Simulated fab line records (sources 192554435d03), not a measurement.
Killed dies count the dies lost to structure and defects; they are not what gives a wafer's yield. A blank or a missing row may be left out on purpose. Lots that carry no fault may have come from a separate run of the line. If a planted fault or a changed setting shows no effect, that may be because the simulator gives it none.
Problem report in the 8D (eight disciplines) form, filled by code :: flow n5Finfet :: the parts of the form that need people (team, actions taken, sign-off) are left out

1. THE ISSUE
SS_P at N5_BEOL_M4_RC_MEAS_101 reads a mean of 77.1 mV/dec on 12 wafers of 4 lots; wafers without a fault read 73.4 mV/dec with a standard deviation of 0.57. Relative to the usual mean, that is a shift of +6.5 standard deviations.
First observed at day 11 02:08: wafer L615.2, on prober-02. The record has a number at this step for 27 wafers belonging to 9 lots. Rule for "out", or "out of limits": more than 4 standard deviations from the usual mean. The other wafers with a number count as sound.

2. WHAT IT IS; WHAT IT IS NOT
question: which readings at this step
is: SS_P, ION_P, VT_P, VT_P_LONG, VT_P_LVT
is not: IOFF_N

question: which lots
is: L615, L616, L617, L618
is not: L606, L607, L610, L611, L613

question: which wafers of those lots
is: all that have a number
is not: -

question: read on which gauges
is: prober-01, prober-02
is not: -

question: when
is: from day 11 02:08
is not: up to then (15 sound wafers)

3. THE SUSPECTS, EACH WITH WHAT RULES IT OUT
Counting: any tool at a process step up to the reading is kept as a suspect provided that every lot that is out went through it and no sound lot did after the first of them.
- ruled out: the gauge at N5_BEOL_M4_RC_MEAS_101. 2 gauges (prober-01, prober-02) read the wafers that are out.
- hpAnneal-01 at N5_MOL_CONTACT_COAG_ANNEAL_112 (time 1800 s): kept. Every lot that is out went through it, starting with L615 (day 8 02:50), and after that it ran no sound lot; the last sound lot it ran before then is L613 (day 7 19:32). Out on those wafers are its own readings of spikeTcBottomC, spikeTcCentreC, spikeTcLowerC, spikeTcTopC, spikeTcUpperC, wafer_temp_C_max, zonePowerBottomPct, zonePowerCentrePct, zonePowerLowerPct, zonePowerTopPct, zonePowerUpperPct.
Remaining after the count: hpAnneal-01 at N5_MOL_CONTACT_COAG_ANNEAL_112.

4. THE CAUSE (what the simulator had put in)
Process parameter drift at N5_MOL_CONTACT_COAG_ANNEAL_112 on hpAnneal-01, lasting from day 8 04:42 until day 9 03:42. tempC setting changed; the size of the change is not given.
Counting left only this tool.

5. SEQUENCE OF EFFECTS, ordered by route
One row per reading whose mean, taken over the struck wafers that have a number, lies over 3 standard deviations from the usual. Only readings whose record carries a usual standard deviation are examined. hours: median over the lots of the time between each lot's start at the first step of this table that gives one and its start at this step. sigmas: the change, counted in usual standard deviations.
hours: 0
step: N5_MOL_CONTACT_COAG_ANNEAL_112
reading: spikeTcBottomC
usual: 426.4 C
on struck wafers: 389.7
change: -36.7
sigmas: -41

hours: 0
step: N5_MOL_CONTACT_COAG_ANNEAL_112
reading: spikeTcCentreC
usual: 400.0 C
on struck wafers: 362.6
change: -37.4
sigmas: -40

hours: 0
step: N5_MOL_CONTACT_COAG_ANNEAL_112
reading: spikeTcLowerC
usual: 400.0 C
on struck wafers: 362.9
change: -37.1
sigmas: -34

hours: 0
step: N5_MOL_CONTACT_COAG_ANNEAL_112
reading: spikeTcTopC
usual: 432.5 C
on struck wafers: 397.7
change: -34.8
sigmas: -37

hours: 0
step: N5_MOL_CONTACT_COAG_ANNEAL_112
reading: spikeTcUpperC
usual: 399.5 C
on struck wafers: 362.4
change: -37.1
sigmas: -38

hours: 0
step: N5_MOL_CONTACT_COAG_ANNEAL_112
reading: wafer_temp_C_max
usual: 402.0
on struck wafers: 365.0
change: -37.0
sigmas: -93

hours: 0
step: N5_MOL_CONTACT_COAG_ANNEAL_112
reading: zonePowerBottomPct
usual: 12.72 %
on struck wafers: 11.04
change: -1.68
sigmas: -14

hours: 0
step: N5_MOL_CONTACT_COAG_ANNEAL_112
reading: zonePowerCentrePct
usual: 9.38 %
on struck wafers: 8.25
change: -1.13
sigmas: -12

hours: 0
step: N5_MOL_CONTACT_COAG_ANNEAL_112
reading: zonePowerLowerPct
usual: 9.30 %
on struck wafers: 8.18
change: -1.12
sigmas: -13

hours: 0
step: N5_MOL_CONTACT_COAG_ANNEAL_112
reading: zonePowerTopPct
usual: 22.29 %
on struck wafers: 19.76
change: -2.53
sigmas: -12

hours: 0
step: N5_MOL_CONTACT_COAG_ANNEAL_112
reading: zonePowerUpperPct
usual: 6.81 %
on struck wafers: 5.97
change: -0.84
sigmas: -12

hours: 74
step: N5_BEOL_M4_RC_MEAS_101
reading: IOFF_N_LONG
usual: 5.55e-05 nA/um
on struck wafers: 6.36e-05
change: +8.10e-06
sigmas: +3.5

hours: 74
step: N5_BEOL_M4_RC_MEAS_101
reading: ION_N
usual: 674 uA/um
on struck wafers: 647
change: -27
sigmas: -3.1

hours: 74
step: N5_BEOL_M4_RC_MEAS_101
reading: ION_P
usual: 464 uA/um
on struck wafers: 425
change: -39
sigmas: -6.0

hours: 74
step: N5_BEOL_M4_RC_MEAS_101
reading: SS_N
usual: 71.6 mV/dec
on struck wafers: 73.4
change: +1.8
sigmas: +3.8

hours: 74
step: N5_BEOL_M4_RC_MEAS_101
reading: SS_P
usual: 73.4 mV/dec
on struck wafers: 77.1
change: +3.7
sigmas: +6.5

hours: 74
step: N5_BEOL_M4_RC_MEAS_101
reading: VT_N
usual: 250.0 mV
on struck wafers: 258.7
change: +8.7
sigmas: +3.5

hours: 74
step: N5_BEOL_M4_RC_MEAS_101
reading: VT_N_LONG
usual: 275.0 mV
on struck wafers: 284.4
change: +9.4
sigmas: +5.0

hours: 74
step: N5_BEOL_M4_RC_MEAS_101
reading: VT_N_LVT
usual: 99.0 mV
on struck wafers: 108.2
change: +9.2
sigmas: +3.3

hours: 74
step: N5_BEOL_M4_RC_MEAS_101
reading: VT_P
usual: -250 mV
on struck wafers: -267
change: -17
sigmas: -5.6

hours: 74
step: N5_BEOL_M4_RC_MEAS_101
reading: VT_P_LONG
usual: -275.0 mV
on struck wafers: -293.7
change: -18.7
sigmas: -6.5

hours: 74
step: N5_BEOL_M4_RC_MEAS_101
reading: VT_P_LVT
usual: -98.6 mV
on struck wafers: -116.4
change: -17.8
sigmas: -6.6

hours: 172
step: N5_PASSIVATION_PROBE_49
reading: sortNPass
usual: 1077
on struck wafers: 520
change: -557
sigmas: -35

hours: 172
step: N5_PASSIVATION_PROBE_49
reading: sortYieldPct
usual: 91.2 %
on struck wafers: 44.1
change: -47.1
sigmas: -34
Here are the process steps it includes:
- N5_MOL_CONTACT_COAG_ANNEAL_112: time 1800 s.
- N5_PASSIVATION_PROBE_49

6. WHAT WOULD HAVE CAUGHT IT SOONER
Counted from the fault's start at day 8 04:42, it took 69 hours until the first out-of-limits reading at a measuring or inspecting step in this record, taken at day 11 02:08.
Tool's own readings at N5_MOL_CONTACT_COAG_ANNEAL_112, spikeTcBottomC, spikeTcCentreC, spikeTcLowerC, spikeTcTopC, spikeTcUpperC, wafer_temp_C_max, zonePowerBottomPct, zonePowerCentrePct, zonePowerLowerPct, zonePowerTopPct, zonePowerUpperPct: out on all struck wafers the step has rows for; an alarm limit on them would have tripped on the first.
By day 11 02:08, every lot that is out (4) had started N5_MOL_CONTACT_COAG_ANNEAL_112 on hpAnneal-01. Had the tool been put on hold then, not one of them would have been saved.
